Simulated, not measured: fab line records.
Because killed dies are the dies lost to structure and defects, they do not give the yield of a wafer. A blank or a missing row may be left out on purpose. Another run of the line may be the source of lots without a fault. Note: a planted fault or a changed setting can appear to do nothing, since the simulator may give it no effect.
A struck lot beside a sound one + flow nand-harc + 14 out of 1302 route steps
Sound: the wafers L217.1, L217.4, L217.6. Wafers L230.3, L230.4, L230.5 were the ones struck. The cause is named last.
Order at every step that has rows: each side's tool, ch and its chambers, its first start. Under that, the readings that differ: sound wafers + struck wafers + difference of the means + sigmas: that difference in standard deviations of wafers without a fault.
alike: same words and numbers on both sides, and readings whose means sit less than 2 such deviations apart. not compared: any withheld reading, any reading some wafer has no value for, any bound like >300 that may hide the same value, and any number with overlapping values for which the record gives no deviation.
Wherever a step has rows on one side only, a row that says differs or no value, or a row with sigmas, the two part there. When numbers do not overlap yet have no deviation, they are printed without sigmas and do not part them. A reading missing from all wafers of one side parts the sides only when that side holds two or more wafers.

NHARC_P_M0_CMP_23: polishes, t overpolish 20 s, target thk 117.54 nm.
  sound on cmp-01 ch 0,1, day 9 02:20; struck on cmp-02 ch 1,2, day 14 11:14
  alike: motor-current-A, slurry-filter-dp-kPa, time-to-endpoint-s
NHARC_P_M0_THK_MEAS_24: measures by xrf.
  struck on film-metro-01, day 14 11:34; sound on film-metro-01, day 9 02:39
| reading     | sound             | struck            | difference | sigmas |
|-------------|-------------------|-------------------|------------|--------|
| thk-nm (nm) | 121.9 120.8 119.8 | 118.1 116.3 118.4 | -3.2       | -2     |
next, for these wafers, 1 step has no rows: NHARC_P_M0_SRD_25.
NHARC_P_M0_INSPECT_27:
  struck on defect-inspect-01, day 14 11:43; sound on defect-inspect-01, day 9 02:48
  alike: raw-defect-count
NHARC_P_M0_PRE_CLEAN_31: time 12 s.
  sound on pecvd-01 ch 0,1,2, day 9 02:52; struck on pecvd-04 ch 0,1,2, day 14 11:47
  alike: heater-power-w
NHARC_P_M0_DEP_32: deposits SiCN, target thk 30 nm.
  sound on pecvd-01 ch 0,1,2, day 9 02:57; struck on pecvd-04 ch 0,1,2, day 14 11:52
  alike: heater-power-w
then, 5 steps without rows for these wafers: NHARC_P_M1_DEP_00 (deposits SiOC, target thk 182.5 nm); NHARC_P_M1_DEHYDRATE_01 (time 120 s); NHARC_P_M1_HMDS_02 (time 30 s); NHARC_P_M1_COAT_34 (time 65 s); NHARC_P_M1_COAT_03 (resist thk 90 nm).
NHARC_P_M1_SOFTBAKE_04: time 55 s.
  sound on litho-track-04 ch 0, day 9 04:00; struck on litho-track-01 ch 0, day 14 12:00
| reading                  | sound                | struck               | difference | sigmas |
|--------------------------|----------------------|----------------------|------------|--------|
| exhaust-pa (Pa)          | 45.0 44.6 44.6       | 46.6 47.0 46.6       | +2.0       | +2     |
| heater-power-total-W (W) | 188.34 188.30 188.39 | 178.63 178.67 178.97 | -9.59      | -68    |
  alike: resist-line-temp-C
next, for these wafers, 1 step has no rows: NHARC_P_M1_EBR_05.
-- the record jumps here: 18 days lie between the struck wafers' starts before and after (it left off in module P_M1 and takes up again in module END, whose first step shown is number 1302 of the route) --
NHARC_END_SORT_01:
  sound on prober-02 ch 0, day 27 15:29; struck on prober-01 ch 0, day 32 10:02
  alike: defect-limited-yield, killed-at-array, killed-at-other, killed-at-periphery, killed-dies, killed-open, killed-short

== WHERE THEY PART ==
At NHARC_P_M0_THK_MEAS_24 first; at NHARC_P_M1_SOFTBAKE_04 last (within this record only). Later steps at which nothing parts them and some readings are alike: NHARC_END_SORT_01.

WHY: what the simulator had put in
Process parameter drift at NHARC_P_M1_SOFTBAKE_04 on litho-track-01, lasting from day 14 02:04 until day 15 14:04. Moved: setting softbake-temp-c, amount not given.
